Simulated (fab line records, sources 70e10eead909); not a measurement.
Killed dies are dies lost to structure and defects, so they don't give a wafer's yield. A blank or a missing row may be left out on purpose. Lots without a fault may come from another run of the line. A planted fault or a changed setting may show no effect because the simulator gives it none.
Chamber matching | flow nand_harc | NHARC_A_CONTACT_ETCH_88 on rie_diel-09: 4 sister chambers
The step etches the open film in CF4, target depth 39 nm, time 65 s. 33 wafers are shown with their chamber, then 12 later ones without.

WAFERS WITH THEIR CHAMBER
wafer  | chamber | drypump_motor_current_A (A) | rf_vpp_V (V) | oes_product_au (a.u.)
L075.3 | 0       | 6.4                         | 149.6        | 0.987
L075.5 | 0       | 6.4                         | 150.5        | 1.000
L075.6 | 3       | 5.6                         | 150.1        | 1.006
L076.2 | 1       | 5.6                         | 151.5        | 1.003
L076.3 | 3       | 5.7                         | 149.6        | 0.999
L076.4 | 2       | 6.4                         | 152.2        | 1.003
L077.3 | 2       | 6.3                         | 152.2        | 0.989
L077.4 | 0       | 6.4                         | 150.5        | 0.992
L077.5 | 1       | 5.6                         | 150.7        | 0.997
L078.2 | 0       | 6.4                         | 151.0        | 0.991
L078.3 | 1       | 5.6                         | 151.8        | 1.005
L078.6 | 3       | 5.7                         | 150.2        | 1.010
L081.1 | 3       | 5.7                         | 148.9        | 0.991
L081.4 | 2       | 6.3                         | 150.6        | 1.001
L081.6 | 1       | 5.6                         | 152.6        | 0.984
L085.1 | 3       | 5.7                         | 150.0        | 0.995
L085.4 | 2       | 6.3                         | 151.3        | 0.992
L085.5 | 3       | 5.7                         | 148.9        | 0.994
L084.3 | 0       | 6.4                         | 151.7        | 0.993
L084.4 | 3       | 5.7                         | 147.7        | 0.991
L084.5 | 3       | 5.7                         | 150.1        | 0.995
L083.2 | 1       | 5.6                         | 151.7        | 1.000
L083.4 | 2       | 6.3                         | 151.6        | 1.004
L083.6 | 2       | 6.3                         | 150.6        | 0.995
L087.2 | 3       | 5.7                         | 150.8        | 0.985
L087.3 | 1       | 5.6                         | 151.2        | 1.004
L087.4 | 3       | 5.7                         | 149.0        | 0.995
L088.3 | 0       | 6.4                         | 150.2        | 0.994
L088.4 | 2       | 6.3                         | 152.2        | 0.995
L088.6 | 0       | 6.4                         | 148.9        | 0.995
L089.4 | 1       | 5.6                         | 151.7        | 1.006
L089.5 | 2       | 6.3                         | 150.7        | 1.005
L089.6 | 1       | 5.6                         | 151.9        | 1.004

SIGNATURES (means of the wafers above)
reading                 | chamber 0 | chamber 1 | chamber 2 | chamber 3 | scatter within a chamber
drypump_motor_current_A | 6.400     | 5.600     | 6.312     | 5.690     | 0.0247
rf_vpp_V                | 150.343   | 151.637   | 151.425   | 149.530   | 0.792
oes_product_au          | 0.99314   | 1.00038   | 0.99800   | 0.99610   | 0.00643
Rule: a wafer's distance from a chamber is the root of the sum, over the readings, of the square of ((its reading less the chamber's mean) divided by the reading's scatter). The wafer belongs to the nearest chamber; if the next one is less than 2 further off, it can't be placed. The scatter: the root of (the sum of the squares of (reading less its chamber's mean) over the shown wafers, divided by (wafers less chambers)).

WAFERS WITHOUT THEIR CHAMBER
wafer  | drypump_motor_current_A (A) | rf_vpp_V (V) | oes_product_au (a.u.)
L092.3 | 6.4                         | 150.3        | 1.003
L092.4 | 6.3                         | 150.8        | 1.011
L092.5 | 6.3                         | 151.7        | 0.997
L093.1 | 5.6                         | 152.4        | 0.996
L093.2 | 6.3                         | 152.8        | 0.999
L093.3 | 6.4                         | 149.6        | 0.989
L095.3 | 6.3                         | 150.4        | 0.991
L095.5 | 5.7                         | 152.9        | 0.995
L095.6 | 6.3                         | 149.7        | 0.983
L096.2 | 6.3                         | 151.8        | 0.990
L096.3 | 5.7                         | 153.7        | 0.995
L096.6 | 6.4                         | 150.0        | 0.991

WHICH CHAMBER EACH WENT THROUGH
wafer  | from the rows above     | in truth
L092.3 | 0                       | 0
L092.4 | 2                       | 2
L092.5 | 2                       | 2
L093.1 | 1                       | 1
L093.2 | 2                       | 2
L093.3 | 0                       | 0
L095.3 | 2                       | 2
L095.5 | can't be placed: 3 or 1 | 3
L095.6 | can't be placed: 2 or 0 | 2
L096.2 | 2                       | 2
L096.3 | can't be placed: 1 or 3 | 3
L096.6 | 0                       | 0
Placed correctly: 9 of 12. Can't be placed from these rows: 3 (the true chamber is among the candidates in 3). Placed wrongly: 0.
